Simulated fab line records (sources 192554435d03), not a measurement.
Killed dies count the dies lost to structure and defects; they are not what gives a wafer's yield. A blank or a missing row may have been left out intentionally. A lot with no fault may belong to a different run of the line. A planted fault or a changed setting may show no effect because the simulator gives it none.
Chamber matching :: flow n5 finfet :: cvd co-02 running N5_BEOL_M2_CO_CAP_55: 3 sister chambers
The step material Co, precursor CCTBA/H2, target thk 2 nm, time 102.1 s. 27 wafers are shown with their chamber, then 12 later ones without.

== WAFERS, EACH WITH ITS CHAMBER ==
wafer: L074.1
chamber: 0
heater power outer w (W): 122
heater power w (W): 252

wafer: L074.2
chamber: 2
heater power outer w (W): 103
heater power w (W): 219

wafer: L074.3
chamber: 1
heater power outer w (W): 125
heater power w (W): 222

wafer: L077.3
chamber: 1
heater power outer w (W): 122
heater power w (W): 232

wafer: L077.4
chamber: 1
heater power outer w (W): 123
heater power w (W): 222

wafer: L077.6
chamber: 2
heater power outer w (W): 104
heater power w (W): 215

wafer: L076.3
chamber: 0
heater power outer w (W): 125
heater power w (W): 254

wafer: L076.4
chamber: 0
heater power outer w (W): 125
heater power w (W): 254

wafer: L076.6
chamber: 2
heater power outer w (W): 104
heater power w (W): 219

wafer: L078.2
chamber: 0
heater power outer w (W): 122
heater power w (W): 252

wafer: L078.4
chamber: 2
heater power outer w (W): 105
heater power w (W): 221

wafer: L078.5
chamber: 1
heater power outer w (W): 124
heater power w (W): 235

wafer: L079.3
chamber: 2
heater power outer w (W): 104
heater power w (W): 221

wafer: L079.4
chamber: 0
heater power outer w (W): 125
heater power w (W): 264

wafer: L079.6
chamber: 1
heater power outer w (W): 123
heater power w (W): 225

wafer: L081.1
chamber: 1
heater power outer w (W): 122
heater power w (W): 231

wafer: L081.2
chamber: 0
heater power outer w (W): 123
heater power w (W): 252

wafer: L081.5
chamber: 2
heater power outer w (W): 105
heater power w (W): 219

wafer: L083.1
chamber: 1
heater power outer w (W): 122
heater power w (W): 231

wafer: L083.2
chamber: 2
heater power outer w (W): 104
heater power w (W): 215

wafer: L083.5
chamber: 1
heater power outer w (W): 125
heater power w (W): 230

wafer: L088.2
chamber: 0
heater power outer w (W): 124
heater power w (W): 256

wafer: L088.5
chamber: 0
heater power outer w (W): 124
heater power w (W): 256

wafer: L088.6
chamber: 1
heater power outer w (W): 120
heater power w (W): 228

wafer: L090.2
chamber: 2
heater power outer w (W): 105
heater power w (W): 218

wafer: L090.3
chamber: 1
heater power outer w (W): 122
heater power w (W): 228

wafer: L090.4
chamber: 1
heater power outer w (W): 121
heater power w (W): 230

SIGNATURES (averages over the wafers above)
reading: heater power outer w
chamber 0: 123.75
chamber 1: 122.64
chamber 2: 104.25
scatter within a chamber: 1.28

reading: heater power w
chamber 0: 255.00
chamber 1: 228.55
chamber 2: 218.38
scatter within a chamber: 3.64
Rule: a wafer lies at a distance from a chamber equal to the root of the sum of squares, over the readings, of (its reading less the chamber's mean, divided by the reading's scatter). If the next closest chamber is less than 2 further off than the closest, the wafer can't be placed; otherwise it belongs to the closest. The scatter: the root of (the sum of the squares of (reading less its chamber's mean) over the shown wafers, divided by (wafers less chambers)).

== WAFERS MISSING THEIR CHAMBER ==
wafer: L091.1
heater power outer w (W): 127
heater power w (W): 258

wafer: L091.3
heater power outer w (W): 120
heater power w (W): 225

wafer: L091.4
heater power outer w (W): 126
heater power w (W): 230

wafer: L093.1
heater power outer w (W): 103
heater power w (W): 218

wafer: L093.2
heater power outer w (W): 124
heater power w (W): 227

wafer: L093.3
heater power outer w (W): 126
heater power w (W): 254

wafer: L094.4
heater power outer w (W): 103
heater power w (W): 218

wafer: L094.5
heater power outer w (W): 120
heater power w (W): 221

wafer: L094.6
heater power outer w (W): 124
heater power w (W): 257

wafer: L096.1
heater power outer w (W): 123
heater power w (W): 228

wafer: L096.2
heater power outer w (W): 102
heater power w (W): 221

wafer: L096.4
heater power outer w (W): 105
heater power w (W): 220

== THE CHAMBER EACH PASSED THROUGH ==
wafer: L091.1
from the rows above: 0
in truth: 0

wafer: L091.3
from the rows above: 1
in truth: 1

wafer: L091.4
from the rows above: 1
in truth: 1

wafer: L093.1
from the rows above: 2
in truth: 2

wafer: L093.2
from the rows above: 1
in truth: 1

wafer: L093.3
from the rows above: 0
in truth: 0

wafer: L094.4
from the rows above: 2
in truth: 2

wafer: L094.5
from the rows above: 1
in truth: 1

wafer: L094.6
from the rows above: 0
in truth: 0

wafer: L096.1
from the rows above: 1
in truth: 1

wafer: L096.2
from the rows above: 2
in truth: 2

wafer: L096.4
from the rows above: 2
in truth: 2
Correct placement for 12 of the 12. From these rows, 0 cannot be placed. Number placed wrongly: 0.
